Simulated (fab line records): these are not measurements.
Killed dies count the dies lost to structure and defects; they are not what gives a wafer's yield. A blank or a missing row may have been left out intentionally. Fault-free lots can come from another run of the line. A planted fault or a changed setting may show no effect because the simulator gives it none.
Matching of chambers :: flow n5 finfet :: N5_BEOL_M0_SAQP_ETCH_84 on rie diel-06 has 4 sister chambers
The step etches SOC in N2/H2, target depth 100 nm, overetch 20 nm, time 150 s. 14 wafers are shown with their chamber, then 7 later ones without.

EACH WAFER AND ITS CHAMBER
wafer: L075.1
chamber: 2
showerhead plenum p Torr (Torr): 2.62
oes product au (a.u.): 0.62
drypump motor current A (A): 5.9

wafer: L075.4
chamber: 1
showerhead plenum p Torr (Torr): 2.50
oes product au (a.u.): 0.84
drypump motor current A (A): 6.2

wafer: L075.6
chamber: 1
showerhead plenum p Torr (Torr): 2.50
oes product au (a.u.): 0.84
drypump motor current A (A): 6.2

wafer: L076.3
chamber: 2
showerhead plenum p Torr (Torr): 2.62
oes product au (a.u.): 0.62
drypump motor current A (A): 5.9

wafer: L076.4
chamber: 1
showerhead plenum p Torr (Torr): 2.50
oes product au (a.u.): 0.84
drypump motor current A (A): 6.2

wafer: L076.5
chamber: 3
showerhead plenum p Torr (Torr): 2.44
oes product au (a.u.): 0.70
drypump motor current A (A): 6.0

wafer: L077.4
chamber: 2
showerhead plenum p Torr (Torr): 2.62
oes product au (a.u.): 0.62
drypump motor current A (A): 5.9

wafer: L077.5
chamber: 3
showerhead plenum p Torr (Torr): 2.44
oes product au (a.u.): 0.71
drypump motor current A (A): 6.0

wafer: L077.6
chamber: 2
showerhead plenum p Torr (Torr): 2.62
oes product au (a.u.): 0.62
drypump motor current A (A): 5.9

wafer: L079.1
chamber: 0
showerhead plenum p Torr (Torr): 2.39
oes product au (a.u.): 0.63
drypump motor current A (A): 5.4

wafer: L079.2
chamber: 2
showerhead plenum p Torr (Torr): 2.62
oes product au (a.u.): 0.61
drypump motor current A (A): 5.9

wafer: L079.3
chamber: 3
showerhead plenum p Torr (Torr): 2.44
oes product au (a.u.): 0.69
drypump motor current A (A): 6.0

wafer: L082.1
chamber: 3
showerhead plenum p Torr (Torr): 2.43
oes product au (a.u.): 0.70
drypump motor current A (A): 6.0

wafer: L082.4
chamber: 0
showerhead plenum p Torr (Torr): 2.39
oes product au (a.u.): 0.63
drypump motor current A (A): 5.5

SIGNATURES (averages over the wafers above)
reading: showerhead plenum p Torr
chamber 0: 2.3900
chamber 1: 2.5000
chamber 2: 2.6200
chamber 3: 2.4375
scatter within a chamber: 0.00274

reading: oes product au
chamber 0: 0.6300
chamber 1: 0.8400
chamber 2: 0.6180
chamber 3: 0.7000
scatter within a chamber: 0.00529

reading: drypump motor current A
chamber 0: 5.450
chamber 1: 6.200
chamber 2: 5.900
chamber 3: 6.000
scatter within a chamber: 0.0224
Rule: a wafer lies at a distance from a chamber equal to the root of the sum of squares, over the readings, of (its reading less the chamber's mean, divided by the reading's scatter). The wafer belongs to the nearest chamber; if the next one is less than 2 further off, it can't be placed. The scatter: the root of (the sum of the squares of (reading less its chamber's mean) over the shown wafers, divided by (wafers less chambers)).

WAFERS MISSING THEIR CHAMBER
wafer: L082.6
showerhead plenum p Torr (Torr): 2.39
oes product au (a.u.): 0.63
drypump motor current A (A): 5.5

wafer: L086.3
showerhead plenum p Torr (Torr): 2.49
oes product au (a.u.): 0.79
drypump motor current A (A): 6.2

wafer: L086.4
showerhead plenum p Torr (Torr): 2.43
oes product au (a.u.): 0.69
drypump motor current A (A): 6.0

wafer: L086.6
showerhead plenum p Torr (Torr): 2.39
oes product au (a.u.): 0.63
drypump motor current A (A): 5.5

wafer: L089.2
showerhead plenum p Torr (Torr): 2.49
oes product au (a.u.): 0.79
drypump motor current A (A): 6.2

wafer: L089.4
showerhead plenum p Torr (Torr): 2.61
oes product au (a.u.): 0.61
drypump motor current A (A): 5.9

wafer: L089.5
showerhead plenum p Torr (Torr): 2.39
oes product au (a.u.): 0.62
drypump motor current A (A): 5.5

CHAMBER TAKEN BY EACH
wafer: L082.6
from the rows above: 0
in truth: 0

wafer: L086.3
from the rows above: 1
in truth: 1

wafer: L086.4
from the rows above: 3
in truth: 3

wafer: L086.6
from the rows above: 0
in truth: 0

wafer: L089.2
from the rows above: 1
in truth: 1

wafer: L089.4
from the rows above: 2
in truth: 2

wafer: L089.5
from the rows above: 0
in truth: 0
7 of 7 placed correctly. From these rows, 0 cannot be placed. 0 placed wrongly.
